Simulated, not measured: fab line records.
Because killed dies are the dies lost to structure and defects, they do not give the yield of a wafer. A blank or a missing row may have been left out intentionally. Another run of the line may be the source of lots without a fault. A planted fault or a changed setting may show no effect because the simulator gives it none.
A lot that was struck, set against a sound lot | flow nand-harc | 14 out of 1302 route steps
Sound: the wafers L406.1, L406.4, L406.6. Wafers struck: L417.3, L417.4, L417.5. The cause comes at the end.
Order at every step that has rows: each side's tool, ch and its chambers, its first start. Under that, the readings that differ: sound wafers | struck wafers | difference of the means | sigmas: that difference in standard deviations of wafers without a fault.
alike: same words and numbers on both sides, and readings whose means sit less than 2 such deviations apart. not compared: any withheld reading, any reading some wafer has no value for, any bound like >300 that may hide the same value, and any number with overlapping values for which the record gives no deviation.
A row with sigmas, a row that says differs or no value, or rows on one side alone: a step with any of these is where the two part. When numbers do not overlap yet have no deviation, they are printed without sigmas and do not part them. A reading missing from all wafers of one side parts the sides only when that side holds two or more wafers.

first, 8 steps without rows for these wafers: NHARC_A_STAIRCASE_HMDS_02 (time 30 s); NHARC_A_STAIRCASE_COAT_03; NHARC_A_STAIRCASE_SOFTBAKE_04 (time 170 s); NHARC_A_STAIRCASE_EBR_05; NHARC_A_STAIRCASE_EXPOSE_06 (exposes mask STAIR); NHARC_A_STAIRCASE_PEB_07 (peb time 130 s); NHARC_A_STAIRCASE_DEVELOP_08 (time 140 s); NHARC_A_STAIRCASE_HARDBAKE_10 (time 140 s).
NHARC_A_STAIRCASE_DESCUM_11: chemistry O2, time 3 s.
  sound on rie-diel-13 ch 0,1, day 18 12:40; struck on rie-diel-06 ch 0,2,3, day 23 00:54
  alike: drypump-motor-current-A, oes-product-au, rf-vpp-V, showerhead-plenum-p-Torr, throttle-valve-pct
  not compared: rf-hours-counter-h
NHARC_A_STAIRCASE_TRIM_12: chemistry O2, time 211.2 s.
  sound on rie-diel-13 ch 0,1,2, day 18 12:46; struck on rie-diel-06 ch 0,1,3, day 23 01:03
  alike: chamber-pressure-mTorr, drypump-motor-current-A, oes-product-au, rf-vpp-V, showerhead-plenum-p-Torr, throttle-valve-pct
  not compared: rf-hours-counter-h
NHARC_A_STAIRCASE_ETCH_13: etches the open film in C4F8/O2, target depth 100 nm, time 40.5 s.
  sound on rie-diel-13 ch 1,3; struck on rie-diel-06 ch 1,2,3
  alike: oes-product-au, rf-vpp-V
  not compared: rf-hours-counter-h
NHARC_A_STAIRCASE_TRIM_14: chemistry O2, time 211.2 s.
  sound on rie-diel-13 ch 0,3, day 18 12:59; struck on rie-diel-06 ch 2,3, day 23 04:15
  no value came back on the struck wafers for any of 7 readings (bias-w (W), chamber-pressure-mTorr (mTorr) and others); on the sound wafers bias-w (W) reads 0 0 0
  not compared: rf-hours-counter-h
NHARC_A_STAIRCASE_ETCH_15: etches the open film in C4F8/O2, target depth 100 nm, time 40.5 s.
  sound on rie-diel-13 ch 2,3; struck on rie-diel-06 ch 2,3
  alike: oes-product-au, rf-vpp-V
  not compared: rf-hours-counter-h
-- jump in the record: it breaks off in module A_STAIRCASE and resumes in module END (first step shown: number 1302 of the route), and 9 days separate the struck wafers' starts before and after --
NHARC_END_SORT_01:
  at this point the record logs the struck wafers (prober-01 ch 0, day 32 05:10) and has no rows for the sound ones

WHERE THEY PART
First at NHARC_A_STAIRCASE_TRIM_14; last, within this record, at NHARC_END_SORT_01.

WHY: what had been put in by the simulator
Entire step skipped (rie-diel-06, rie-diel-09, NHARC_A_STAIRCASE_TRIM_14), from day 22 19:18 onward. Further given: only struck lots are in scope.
